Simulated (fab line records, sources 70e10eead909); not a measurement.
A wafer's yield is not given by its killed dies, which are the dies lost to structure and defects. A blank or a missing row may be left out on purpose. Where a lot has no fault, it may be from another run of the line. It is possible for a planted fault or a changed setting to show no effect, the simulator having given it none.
The tool behind it: which one?	flow nand harc	12 lots, 36 wafers sampled, at 1 step of a route of 1159

WHAT THE GAUGES READ, wafer by wafer
NHARC_P_BONDPAD_THK_MEAS_33: measures by ellipsometry.
lot	measured	on	thk nm (nm)
L075	day 6 10:02	film metro-02	200.4 199.4 199.1
L077	day 6 23:22	film metro-01	197.8 196.2 198.1
L079	day 7 17:21	film metro-02	197.9 197.2 200.8
L081	day 8 05:49	film metro-01	200.4 199.8 198.2
L083	day 8 07:55	film metro-02	199.2 199.2 201.9
L085	day 9 00:27	film metro-01	199.2 200.6 198.8
L086	day 9 14:46	film metro-02	198.7 200.1 198.9
L089	day 10 06:26	film metro-01	200.3 199.0 201.9
L090	day 10 13:56	film metro-01	200.9 199.0 200.1
L092	day 10 23:17	film metro-02	200.2 199.9 199.7
L095	day 11 09:26	film metro-01	196.9 200.2 201.6
L097	day 12 00:08	film metro-01	197.8 200.3 198.1

WHAT TOOL EACH LOT RAN ON (gives the tool, then ch and the chambers of the sampled wafers, and finally the start)
The record shows no process step preceding these readings.

THE ANSWER, worked out from the rows above alone
Rule: usual is defined by the lots themselves. Put in order of their means at a reading, lots are off if they are a third of the lots or fewer, leave a main group of 4 or more, and stand apart from it by a gap of 3 or more times the standard deviation of the main group's means; of several such gaps the widest counts. If all means in a main group match to the digits the tables above print for the reading, that group is not used. Also off: a lot with no number at a reading for which 4 or more lots have one. Any other lot the step has rows for is counted as sound.
Across all readings shown, no lot is off: no conclusion can be drawn from this.

WHAT THE SIMULATOR HAD PUT IN
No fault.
